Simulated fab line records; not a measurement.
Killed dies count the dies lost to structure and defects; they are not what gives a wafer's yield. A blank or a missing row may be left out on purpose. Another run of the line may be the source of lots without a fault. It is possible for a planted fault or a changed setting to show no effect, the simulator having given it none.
fab line records	flow n5-finfet
[record] lots = 7	wafers = 21
route steps=1938 shown DUMMY_GATE@228 SD_EPI_N@264 SD_EPI_P@321 SD_ACTIVATION@331 HKMG_FIN@402
start-h: start of the lot's first displayed wafer, in hours after the record's first day	wait-h: hours elapsed since this lot's preceding step	" identical to the entry in the row above	L1.1+2: one row covering several wafers at once	- no value present, or no start provided	* or withheld: withheld	< > ~ a bound
route shown NAME@n: a module of which the file shows steps, and the number in the route of the first	usual: mean and standard deviation over wafers with no fault	same: alike in all rows	chamber/n: place in a boat	sites: per-site readings	_std_site: their standard deviation	_edge_site: inner sites' mean taken away from outer sites' mean	radius-mm: how far each site lies from the wafer's centre	mask NAME#n: copy n	behind: tool/chamber where the wafer was last shaped	hold: what put the lot on hold/how long, in hours/how the hold closed	device: the transistor (n, p or np) that didn't switch	end of line: tests run on the same wafers once the route is complete	a step with no rows: only its recipe	killed: dies lost to structure and defects at the first sort, not the wafer's yield	map: dies across one wafer; x = killed, . = not, _ = none there
set.NAME: setting as actually run; set.NAME@STEP: the setting as run at that earlier step	model.NAME: the simulator's own value behind a step, which no gauge read
lots where settings were altered on purpose, with a table for each step and a row for each wafer
[[steps]]
[step N5_DUMMY_GATE_EXPOSE_12]
[recipe] mask-id = GATE	na = 0.33	source-shape = annular	sigma-inner = 0.2	sigma-outer = 0.6	polarization = unpolarized	target-cd-nm = 25	dose-mj = 34
lot.wafer	tool	chamber	start-h	wait-h	mask	set.dose-mj
L074.2+4	euv-scanner-01	0	46.98	-	GATE#0	34
L074.3	"	0	"	"	GATE#0	32.13
L076.3	euv-scanner-01	0	59.03	-	GATE#0	33.01
L076.4+6	"	0	"	"	GATE#0	34
L080.3+5	euv-scanner-02	0	85.09	-	GATE#0	34
L080.4	"	0	"	"	GATE#0	36.25
L085.3+4	euv-scanner-01	0	115.02	-	GATE#0	36.45
L085.5	"	0	"	"	GATE#0	34
L088.4+6	euv-scanner-02	0	129.53	-	GATE#0	32.3
L088.5	"	0	"	"	GATE#0	34
L091.1+2+6	euv-scanner-01	0	147.79	-	GATE#0	34
L093.2+5	euv-scanner-01	0	162.19	-	GATE#0	34
L093.3	"	0	"	"	GATE#0	32.08
[step N5_DUMMY_GATE_PEB_13]
[recipe] peb-temp-c = 100	peb-time-s = 60	resist = CAR-EUV
[step N5_DUMMY_GATE_DEVELOP_14]
[recipe] develop-time-s = 30	developer = TMAH	resist = CAR-EUV	rinse-liquid = surfactant-rinse	dry = air-spin	dev-temp-c = 23
[step N5_DUMMY_GATE_CD_MEAS_15]
[recipe] target-cd-nm = 25.8	landing-energy-ev = 500	detector = se-inlens
[usual] cd-nm = 24.97/0.22
lot.wafer	tool	chamber	start-h	wait-h	set.dose-mj@DUMMY_GATE_EXPOSE_12	cd-nm
L074.2	cd-sem-01	0	47.10	-	34	25.07
L074.3	"	0	"	"	32.13	25.67
L074.4	"	0	"	"	34	24.89
L076.3	cd-sem-03	0	59.15	-	33.01	25.56
L076.4	"	0	"	"	34	25.05
L076.6	"	0	"	"	34	24.98
L080.3	cd-sem-01	0	85.21	-	34	25.34
L080.4	"	0	"	"	36.25	24.07
L080.5	"	0	"	"	34	25.10
L085.3	cd-sem-02	0	115.14	-	36.45	24.09
L085.4	"	0	"	"	36.45	23.78
L085.5	"	0	"	"	34	25.41
L088.4	cd-sem-03	0	129.65	-	32.3	25.74
L088.5	"	0	"	"	34	24.76
L088.6	"	0	"	"	32.3	25.56
L091.1	cd-sem-03	0	147.92	-	34	24.90
L091.2	"	0	"	"	34	25.25
L091.6	"	0	"	"	34	25.16
L093.2	cd-sem-01	0	162.31	-	34	25.17
L093.3	"	0	"	"	32.08	26.23
L093.5	"	0	"	"	34	24.74
[step N5_DUMMY_GATE_ETCH_29]
[recipe] chemistry = N2/H2	target = underlayer	target-depth-a = 130	ion-energy-ev = 200	pressure-mtorr = 30	source-w = 840	bias-w = 150	n2-flow-sccm = 200	h2-flow-sccm = 200
[step N5_DUMMY_GATE_ETCH_36]
[recipe] chemistry = CF4	target = SiARC	target-depth-a = 130	pressure-mtorr = 40	source-w = 545	bias-w = 36	Ar_flow_sccm = 100	cf4-flow-sccm = 100	ion-energy-ev = 80
[step N5_DUMMY_GATE_ETCH_37]
[recipe] chemistry = N2/H2	target = SOC	target-depth-a = 600	overetch-a = 300	temp-c = 40	ion-energy-ev = 200	pressure-mtorr = 30	source-w = 840	bias-w = 150	n2-flow-sccm = 200	h2-flow-sccm = 200
lot.wafer	tool	chamber	start-h	wait-h	set.spin-rpm@DUMMY_GATE_COAT_35	model.SiARC_of_DUMMY_GATE_COAT_35.thk-nm
L074.2	rie-diel-04	3	47.43	0.0	1617	4.8
L074.3	"	2	"	"	1500	5.2
L074.4	"	1	"	"	1617	4.6
L076.3+6	rie-diel-03	1,0	59.48	0.0	1578	4.8
L076.4	"	0	"	"	1500	5
L080.3	rie-diel-04	1	85.49	0.0	1338	5.6
L080.4+5	"	3,0	"	"	1500	5
L085.3+4	rie-diel-04	0,1	115.41	0.0	1500	5
L085.5	"	2	"	"	1543	5
L088.4+5	rie-diel-04	1	130.48	0.0	1500	5
L088.6	"	2	"	"	1500	5.2
L091.1	rie-diel-04	2	148.20	0.0	1500	5.2
L091.2+6	"	1,3	"	"	1500	5
L093.2	rie-diel-02	1	162.59	0.0	1367	5.4
L093.3	"	3	"	"	1500	5.2
L093.5	"	1	"	"	1500	5
[step N5_DUMMY_GATE_STRIP_38]
[recipe] chemistry = N2/H2	temp-c = 40	n2-flow-sccm = 200	h2-flow-sccm = 200	rf-frequency-hz = 6e+07
[step N5_DUMMY_GATE_STRIP_39]
[recipe] chemistry = N2/H2	temp-c = 40	n2-flow-sccm = 200	h2-flow-sccm = 200	rf-frequency-hz = 6e+07
[step N5_DUMMY_GATE_TRIM_49]
[recipe] chemistry = O2	resist = SOC	time-s = 29	target-cd-nm = 14	source-power-w = 300	bias-power-w = 0	O2_flow_sccm = 100	temp-c = 20
lot.wafer	tool	chamber	start-h	wait-h	set.dose-mj@DUMMY_GATE_EXPOSE_12	model.DUMMY_GATE.cd-nm
L074.2	rie-si-03	1	47.51	0.0	34	14.4
L074.3	"	2	"	"	32.13	15.4
L074.4	"	0	"	"	34	14
L076.3	rie-si-03	3	59.56	0.0	33.01	14.4
L076.4	"	2	"	"	34	14.2
L076.6	"	3	"	"	34	13.8
L080.3	rie-si-02	1	85.57	0.0	34	14
L080.4	"	2	"	"	36.25	13.2
L080.5	"	0	"	"	34	14.2
L085.3	rie-si-03	2	115.49	0.0	36.45	13.2
L085.4	"	1	"	"	36.45	13
L085.5	"	1	"	"	34	14.6
L088.4	rie-si-04	1	130.56	0.0	32.3	14.8
L088.5	"	3	"	"	34	13.8
L088.6	"	2	"	"	32.3	15
L091.1+2	rie-si-02	2,3	148.28	0.0	34	14.4
L091.6	"	3	"	"	34	14.2
L093.2+5	rie-si-03	3	162.67	0.0	34	14
L093.3	"	2	"	"	32.08	15.2
[step N5_DUMMY_GATE_STRIP_40]
[recipe] chemistry = CF4	resist = SiARC	power-w = 300	bias-power-w = 75	pressure-mtorr = 50	cf4-flow-sccm = 150	rf-frequency-hz = 6e+07
[step N5_DUMMY_GATE_CD_MEAS_50]
[recipe] target-cd-nm = 14
[usual] cd-nm = 14.1/0.32
lot.wafer	tool	chamber	start-h	wait-h	set.dose-mj@DUMMY_GATE_EXPOSE_12	cd-nm
L074.2	cd-sem-02	-	47.83	0.0	34	14.4
L074.3	"	-	"	"	32.13	15.6
L074.4	"	-	"	"	34	13.7
L076.3	cd-sem-02	-	59.73	0.0	33.01	14.4
L076.4	"	-	"	"	34	14.5
L076.6	"	-	"	"	34	14.0
L080.3	cd-sem-02	-	85.72	0.0	34	14.2
L080.4	"	-	"	"	36.25	12.5
L080.5	"	-	"	"	34	14.3
L085.3	cd-sem-01	-	115.65	0.0	36.45	13.2
L085.4	"	-	"	"	36.45	13.1
L085.5	"	-	"	"	34	14.7
L088.4	cd-sem-03	-	130.73	0.0	32.3	15.1
L088.5	"	-	"	"	34	13.9
L088.6	"	-	"	"	32.3	14.8
L091.1	cd-sem-03	-	148.43	0.0	34	14.4
L091.2	"	-	"	"	34	14.4
L091.6	"	-	"	"	34	13.8
L093.2	cd-sem-02	-	162.82	0.0	34	14.0
L093.3	"	-	"	"	32.08	15.0
L093.5	"	-	"	"	34	14.0
[step N5_DUMMY_GATE_ETCH_31]
[recipe] chemistry = C4F6/O2	target = SiO2	mask-material = SOC	target-depth-a = 825	time-s = 27.5	ion-energy-ev = 250	pressure-mtorr = 30	source-w = 345	bias-w = 185	Ar_flow_sccm = 300	C4F6_flow_sccm = 10	O2_flow_sccm = 10
[step N5_DUMMY_GATE_STRIP_41]
[recipe] chemistry = O2	power-w = 400	temp-c = 40	pressure-mtorr = 30	rf-frequency-hz = 6e+07	bias-power-w = 0	overash-fraction = 0.3	o2-flow-sccm = 225
[step N5_DUMMY_GATE_ETCH_23]
[recipe] chemistry = HBr/Cl2/O2	HBr_flow_sccm = 150	Cl2_flow_sccm = 80	O2_flow_sccm = 12	bias-w = 102	target-depth-a = 410	time-s = 22.3	target = poly-Si	mask-material = SiO2	pressure-mtorr = 10	icp-w = 800
[step N5_DUMMY_GATE_ETCH_44]
[recipe] chemistry = HBr/O2	over-etch-frac = 0.7	target-depth-a = 1275	stop-on = SiO2	ion-energy-ev = 60	bias-w = 20	target = poly-Si	mask-material = SiO2	pressure-mtorr = 20	icp-w = 400	HBr_flow_sccm = 120	O2_flow_sccm = 10
[step N5_DUMMY_GATE_CD_MEAS_24]
[recipe] target-cd-nm = 15
[usual] cd-nm = 15.1/0.33
lot.wafer	tool	chamber	start-h	wait-h	set.dose-mj@DUMMY_GATE_EXPOSE_12	cd-nm
L074.2	cd-sem-02	-	48.35	0.1	34	15.3
L074.3	"	-	"	"	32.13	16.5
L074.4	"	-	"	"	34	14.8
L076.3	cd-sem-02	-	60.23	0.1	33.01	15.2
L076.4	"	-	"	"	34	15.5
L076.6	"	-	"	"	34	14.4
L080.3	cd-sem-01	-	86.22	0.1	34	15.1
L080.4	"	-	"	"	36.25	14.2
L080.5	"	-	"	"	34	14.7
L085.3	cd-sem-03	-	116.14	0.1	36.45	14.2
L085.4	"	-	"	"	36.45	14.1
L085.5	"	-	"	"	34	15.8
L088.4	cd-sem-01	-	131.37	0.1	32.3	15.8
L088.5	"	-	"	"	34	14.3
L088.6	"	-	"	"	32.3	16.3
L091.1	cd-sem-01	-	148.92	0.1	34	15.5
L091.2	"	-	"	"	34	15.4
L091.6	"	-	"	"	34	14.9
L093.2	cd-sem-01	-	163.35	0.1	34	14.7
L093.3	"	-	"	"	32.08	16.3
L093.5	"	-	"	"	34	15.2
[step N5_SD_EPI_N_COAT_03]
[recipe] resist = CAR-ArF-block	spin-rpm = 1500	resist-thk-nm = 150
lot.wafer	tool	chamber	start-h	wait-h	set.spin-rpm	model.CAR-ArF-block_of_SD_EPI_N_COAT_03.thk-nm
L074.2+3+4	litho-track-03	0	-	-	1500	150.2
L076.3	litho-track-02	0	-	-	1500	150.4
L076.4	"	0	"	"	1614	144.6
L076.6	"	0	"	"	1614	145.2
L080.3+4	litho-track-05	0	-	-	1500	150.2
L080.5	"	0	"	"	1500	150.8
L085.3	litho-track-03	0	-	-	1500	150.4
L085.4	"	0	"	"	1414	154.6
L085.5	"	0	"	"	1414	155
L088.4	litho-track-05	0	-	-	1564	146.6
L088.5	"	0	"	"	1500	149.8
L088.6	"	0	"	"	1500	149.6
L091.1+2	litho-track-03	0	-	-	1500	149.8
L091.6	"	0	"	"	1500	149.4
L093.2	litho-track-05	0	-	-	1500	150.4
L093.3	"	0	"	"	1611	145.2
L093.5	"	0	"	"	1611	145
[step N5_SD_EPI_N_EBR_05]
[recipe] solvent = PGMEA	ebr-width-mm = 1.5
[step N5_SD_EPI_N_SOFTBAKE_04]
[recipe] temp-c = 110	time-s = 60	resist = CAR-ArF-block
[step N5_SD_EPI_N_EXPOSE_06]
[recipe] mask-id = SD_N_BLK	na = 1.35	source-shape = conventional	sigma-outer = 0.8	polarization = unpolarized	target-cd-nm = 120	dose-mj = 39.75
[step N5_SD_EPI_N_PEB_07]
[recipe] peb-temp-c = 110	peb-time-s = 60	resist = CAR-ArF-block
[step N5_SD_EPI_N_DEVELOP_08]
[recipe] develop-time-s = 30	developer = TMAH	resist = CAR-ArF-block	dev-temp-c = 23	rinse-liquid = diw	dry = air-spin
lot.wafer	tool	chamber	start-h	wait-h	set.spin-rpm@SD_EPI_N_COAT_03	model.CAR-ArF-block_of_SD_EPI_N_COAT_03.thk-nm
L074.2+3+4	litho-track-03	0	-	-	1500	148.4
L076.3	litho-track-02	0	-	-	1500	148.8
L076.4	"	0	"	"	1614	143
L076.6	"	0	"	"	1614	143.4
L080.3+4	litho-track-05	0	-	-	1500	148.6
L080.5	"	0	"	"	1500	149
L085.3	litho-track-03	0	-	-	1500	148.6
L085.4	"	0	"	"	1414	153
L085.5	"	0	"	"	1414	153.4
L088.4	litho-track-05	0	-	-	1564	144.8
L088.5	"	0	"	"	1500	148.2
L088.6	"	0	"	"	1500	147.8
L091.1	litho-track-05	0	-	-	1500	148.2
L091.2	"	0	"	"	1500	148
L091.6	"	0	"	"	1500	147.8
L093.2	litho-track-02	0	-	-	1500	148.6
L093.3	"	0	"	"	1611	143.6
L093.5	"	0	"	"	1611	143.4
[step N5_SD_EPI_N_DESCUM_14]
[recipe] chemistry = O2	time-s = 7.9	source-power-w = 50	bias-power-w = 20	pressure-mtorr = 20	rf-frequency-hz = 2.712e+07	temp-c = 40	resist = CAR-ArF-block	o2-flow-sccm = 225
[step N5_SD_EPI_N_ETCH_34]
[recipe] chemistry = CF4	target = SiARC	target-depth-a = 455	mask-material = CAR-ArF-block	time-s = 75.8	ion-energy-ev = 80	pressure-mtorr = 40	source-w = 545	bias-w = 36	Ar_flow_sccm = 100	cf4-flow-sccm = 100	ends = cleared
lot.wafer	tool	chamber	start-h	wait-h	set.spin-rpm@SD_EPI_N_COAT_03	model.CAR-ArF-block_of_SD_EPI_N_COAT_03.thk-nm
L074.2+3	rie-diel-01	2,3	49.76	0.0	1500	111
L074.4	"	0	"	"	1500	111.2
L076.3	rie-diel-05	2	61.63	0.0	1500	111.4
L076.4	"	1	"	"	1614	105.4
L076.6	"	3	"	"	1614	106
L080.3	rie-diel-01	2	88.49	0.0	1500	111.2
L080.4	"	1	"	"	1500	111
L080.5	"	1	"	"	1500	111.8
L085.3	rie-diel-05	0	117.42	0.0	1500	111.2
L085.4	"	0	"	"	1414	115.6
L085.5	"	2	"	"	1414	116
L088.4	rie-diel-01	2	133.22	0.0	1564	107.6
L088.5	"	2	"	"	1500	111
L088.6	"	3	"	"	1500	110.8
L091.1	rie-diel-05	0	151.88	0.0	1500	111
L091.2	"	3	"	"	1500	110.8
L091.6	"	2	"	"	1500	110.4
L093.2	rie-diel-05	1	165.11	0.0	1500	111.2
L093.3	"	2	"	"	1611	106
L093.5	"	2	"	"	1611	105.8
[step N5_SD_EPI_P_EPI_21]
[recipe] material = SiGe:B	dopant = B	temp-c = 550	pressure-torr = 20	ambient = H2	time-s = 355
lot.wafer	tool	chamber	start-h	wait-h	set.time-s	model.SiGe-B_of_SD_EPI_P_EPI_21.thk-nm
L074.2	epi-rpcvd-01	0	56.23	0.5	355	61.4
L074.3	"	0	"	"	355	60.6
L074.4	"	0	"	"	355	61
L076.3	epi-rpcvd-01	0	68.34	1.1	355	60.2
L076.4	"	0	"	"	421.7	67.4
L076.6	"	0	"	"	355	59.8
L080.3	epi-rpcvd-04	0	96.12	1.1	355	62
L080.4	"	0	"	"	407.9	67.4
L080.5	"	0	"	"	355	61.4
L085.3	epi-rpcvd-01	0	124.91	1.1	411.4	67
L085.4	"	0	"	"	355	59.8
L085.5	"	0	"	"	355	60.8
L088.4+5	epi-rpcvd-01	0	142.75	1.5	405.7	67.2
L088.6	"	0	"	"	355	61.2
L091.1	epi-rpcvd-01	0	159.02	0.1	355	60.4
L091.2+6	"	0	"	"	355	61.2
L093.2+5	epi-rpcvd-03	0	171.23	0.5	355	61.4
L093.3	"	0	"	"	355	61
[step N5_SD_EPI_P_EPI_MEAS_23]
[recipe] mode = xrd
[usual] thk-nm = 60.8/1.2
lot.wafer	tool	chamber	start-h	wait-h	set.time-s@SD_EPI_P_EPI_21	thk-nm
L074.2	film-metro-01	-	58.07	1.5	355	62.3
L074.3	"	-	"	"	355	60.7
L074.4	"	-	"	"	355	62.6
L076.3	film-metro-02	-	70.30	1.5	355	59.9
L076.4	"	-	"	"	421.7	67.6
L076.6	"	-	"	"	355	59.6
L080.3	film-metro-01	-	98.10	1.5	355	62.5
L080.4	"	-	"	"	407.9	66.5
L080.5	"	-	"	"	355	60.6
L085.3	film-metro-01	-	126.87	1.5	411.4	66.0
L085.4	"	-	"	"	355	61.2
L085.5	"	-	"	"	355	62.5
L088.4	film-metro-02	-	144.23	1.0	405.7	66.7
L088.5	"	-	"	"	405.7	67.0
L088.6	"	-	"	"	355	60.1
L091.1	film-metro-01	-	161.21	1.8	355	60.8
L091.2	"	-	"	"	355	61.7
L091.6	"	-	"	"	355	61.7
L093.2	film-metro-02	-	173.06	1.5	355	62.0
L093.3	"	-	"	"	355	59.9
L093.5	"	-	"	"	355	61.5
[step N5_SD_EPI_P_HM_STRIP_48]
[recipe] chemistry = H3PO4	temp-c = 160	material = SiNx	target = SiNx	target-depth-a = 30	overetch-fraction = 0.3
lot.wafer	tool	chamber	start-h	wait-h	set.time-s@SD_EPI_P_EPI_21	model.SiGe-B_of_SD_EPI_P_EPI_21.thk-nm
L074.2	wet-bench-03	5	58.10	0.0	355	61
L074.3	"	1	"	"	355	60.4
L074.4	"	4	"	"	355	60.6
L076.3	wet-bench-06	4	70.33	0.0	355	59.8
L076.4	"	6	"	"	421.7	67.2
L076.6	"	5	"	"	355	59.4
L080.3	wet-bench-06	1	98.14	0.0	355	61.6
L080.4	"	4	"	"	407.9	67
L080.5	"	0	"	"	355	61.2
L085.3	wet-bench-06	7	126.90	0.0	411.4	66.8
L085.4	"	0	"	"	355	59.4
L085.5	"	5	"	"	355	60.6
L088.4	wet-bench-03	5	144.26	0.0	405.7	66.8
L088.5	"	0	"	"	405.7	67
L088.6	"	6	"	"	355	61
L091.1	wet-bench-06	0	161.25	0.0	355	60.2
L091.2+6	"	6,7	"	"	355	60.8
L093.2+5	wet-bench-06	7,2	173.10	0.0	355	61.2
L093.3	"	0	"	"	355	60.8
[step N5_SD_ACTIVATION_LSA_01]
[recipe] temp-c = 1080	time-s = 0.0008	ambient = N2
[usual] wafer_temp_C_max = 1087.1/2.5
lot.wafer	tool	chamber	start-h	wait-h	set.temp-c	wafer_temp_C_max
L074.2	laser-anneal-01	0	58.51	0.2	1080	1088.0
L074.3	"	0	"	"	1080	1090.2
L074.4	"	0	"	"	1109	1115.7
L076.3	laser-anneal-01	0	70.81	0.2	1066	1073.5
L076.4	"	0	"	"	1066	1076.8
L076.6	"	0	"	"	1080	1087.1
L080.3	laser-anneal-01	0	98.71	0.2	1080	1090.1
L080.4	"	0	"	"	1080	1089.5
L080.5	"	0	"	"	1080	1085.7
L085.3	laser-anneal-02	0	127.40	0.2	1080	1086.1
L085.4	"	0	"	"	1080	1084.0
L085.5	"	0	"	"	1080	1085.4
L088.4	laser-anneal-01	0	146.21	0.2	1112	1120.8
L088.5	"	0	"	"	1080	1089.4
L088.6	"	0	"	"	1080	1088.6
L091.1	laser-anneal-02	0	161.86	0.2	1080	1085.4
L091.2	"	0	"	"	1080	1084.9
L091.6	"	0	"	"	1080	1084.7
L093.2	laser-anneal-02	0	173.71	0.2	1080	1084.0
L093.3	"	0	"	"	1103	1109.4
L093.5	"	0	"	"	1080	1083.6
[step N5_SD_ACTIVATION_RS_MEAS_03]
[recipe] thk-meas-gauge = four-point-probe
[usual] RS_SD_N = 22.0/0.32	RS_SD_P = 56.4/0.8
lot.wafer	tool	chamber	start-h	wait-h	set.time-s@SD_EPI_P_EPI_21	set.temp-c@SD_ACTIVATION_LSA_01	RS_SD_N[ohm/sq]	RS_SD_P[ohm/sq]
L074.2	film-metro-02	-	58.70	0.2	355	1080	21.8	55.8
L074.3	"	-	"	"	355	1080	21.7	56.1
L074.4	"	-	"	"	355	1109	18.8	56.0
L076.3	film-metro-02	-	71.00	0.2	355	1066	23.5	57.1
L076.4	"	-	"	"	421.7	1066	23.5	51.4
L076.6	"	-	"	"	355	1080	21.9	57.0
L080.3	film-metro-02	-	98.90	0.2	355	1080	21.7	55.8
L080.4	"	-	"	"	407.9	1080	21.6	51.0
L080.5	"	-	"	"	355	1080	21.5	55.7
L085.3	film-metro-02	-	127.58	0.2	411.4	1080	22.1	50.2
L085.4	"	-	"	"	355	1080	22.1	57.6
L085.5	"	-	"	"	355	1080	22.2	55.5
L088.4	film-metro-02	-	146.38	0.1	405.7	1112	18.9	51.4
L088.5	"	-	"	"	405.7	1080	22.4	51.3
L088.6	"	-	"	"	355	1080	22.1	56.4
L091.1	film-metro-01	-	162.06	0.2	355	1080	22.4	56.0
L091.2	"	-	"	"	355	1080	22.8	55.0
L091.6	"	-	"	"	355	1080	22.4	55.0
L093.2	film-metro-02	-	173.90	0.2	355	1080	21.4	56.4
L093.3	"	-	"	"	355	1103	19.3	56.2
L093.5	"	-	"	"	355	1080	21.2	55.9
[step N5_HKMG_FIN_ETCH_54]
[recipe] chemistry = CF4	target = SiARC	target-depth-a = 455	mask-material = CAR-ArF	time-s = 75.8	ion-energy-ev = 80	pressure-mtorr = 40	source-w = 545	bias-w = 36	Ar_flow_sccm = 100	cf4-flow-sccm = 100	ends = cleared
[usual] etch-rf-on-time-s = 75.4/1.1	rf-vpp-V = 184.1/1.3
lot.wafer	tool	chamber	start-h	wait-h	set.source-w	etch-rf-on-time-s	rf-vpp-V
L074.2	rie-diel-06	3	72.39	0.0	545	75.7	184.6
L074.3	"	0	"	"	635.5	64.6	175.9
L074.4	"	1	"	"	635.5	66.5	175.9
L076.3	rie-diel-01	0	83.84	0.0	545	75.8	183.0
L076.4	"	3	"	"	545	75.1	183.9
L076.6	"	3	"	"	545	75.1	182.0
L080.3	rie-diel-06	1	111.72	0.0	490.4	83.8	192.8
L080.4	"	0	"	"	545	74.4	185.1
L080.5	"	1	"	"	490.4	83.3	191.7
L085.3	rie-diel-06	0	140.83	0.0	586.5	69.4	182.7
L085.4	"	2	"	"	545	75.4	184.0
L085.5	"	2	"	"	586.5	71.1	178.1
L088.4	rie-diel-05	2	159.56	0.0	545	73.1	183.3
L088.5	"	3	"	"	545	74.2	186.0
L088.6	"	0	"	"	545	74.3	183.1
L091.1	rie-diel-05	3	175.04	0.0	545	75.5	184.4
L091.2	"	1	"	"	545	74.5	184.8
L091.6	"	2	"	"	545	74.1	183.7
L093.2	rie-diel-05	3	188.93	0.0	545	74.9	184.5
L093.3	"	2	"	"	545	73.7	184.9
L093.5	"	2	"	"	489.9	81.4	189.8
[[key]]
[split] step = N5_DUMMY_GATE_EXPOSE_12	setting = dose-mj	stated = 34	by = wafer
[response] step = N5_DUMMY_GATE_CD_MEAS_15	reading = cd-nm	change = -0.184	per = 1%	r = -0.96
[response] step = N5_DUMMY_GATE_TRIM_49	reading = model.DUMMY_GATE.cd-nm	change = -0.192	per = 1%	r = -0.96
[response] step = N5_DUMMY_GATE_CD_MEAS_50	reading = cd-nm	change = -0.218	per = 1%	r = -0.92
[response] step = N5_DUMMY_GATE_CD_MEAS_24	reading = cd-nm	change = -0.214	per = 1%	r = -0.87
[split] step = N5_SD_EPI_N_COAT_03	setting = spin-rpm	stated = 1500	by = wafer
[response] step = N5_SD_EPI_N_COAT_03	reading = model.CAR-ArF-block_of_SD_EPI_N_COAT_03.thk-nm	change = -0.73	per = 1%	r = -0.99
[response] step = N5_SD_EPI_N_DEVELOP_08	reading = model.CAR-ArF-block_of_SD_EPI_N_COAT_03.thk-nm	change = -0.736	per = 1%	r = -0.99
[response] step = N5_SD_EPI_N_ETCH_34	reading = model.CAR-ArF-block_of_SD_EPI_N_COAT_03.thk-nm	change = -0.752	per = 1%	r = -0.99
[split] step = N5_SD_EPI_P_EPI_21	setting = time-s	stated = 355	by = wafer
[response] step = N5_SD_EPI_P_EPI_21	reading = model.SiGe-B_of_SD_EPI_P_EPI_21.thk-nm	change = +0.403	per = 1%	r = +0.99
[response] step = N5_SD_EPI_P_EPI_MEAS_23	reading = thk-nm	change = *	per = 1%	r = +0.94
[response] step = N5_SD_EPI_P_HM_STRIP_48	reading = model.SiGe-B_of_SD_EPI_P_EPI_21.thk-nm	change = +0.406	per = 1%	r = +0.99
[response] step = N5_SD_ACTIVATION_RS_MEAS_03	reading = RS_SD_P	change = -0.341	per = 1%	r = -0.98
[split] step = N5_SD_ACTIVATION_LSA_01	setting = temp-c	stated = 1080	by = wafer
[response] step = N5_SD_ACTIVATION_LSA_01	reading = wafer_temp_C_max	change = *	per = 1%	r = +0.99
[response] step = N5_SD_ACTIVATION_RS_MEAS_03	reading = RS_SD_N	change = -1.09	per = 1%	r = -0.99
[split] step = N5_HKMG_FIN_ETCH_54	setting = source-w	stated = 545	by = wafer
[response] step = N5_HKMG_FIN_ETCH_54	reading = etch-rf-on-time-s	change = *	per = 1%	r = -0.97
[response] step = N5_HKMG_FIN_ETCH_54	reading = rf-vpp-V	change = -0.55	per = 1%	r = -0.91
split outside-this-file step=N5_DUMMY_GATE_COAT_35 setting=spin-rpm
// split outside-this-file: this setting was split too, and the file shows its column; the key of that split is in another file
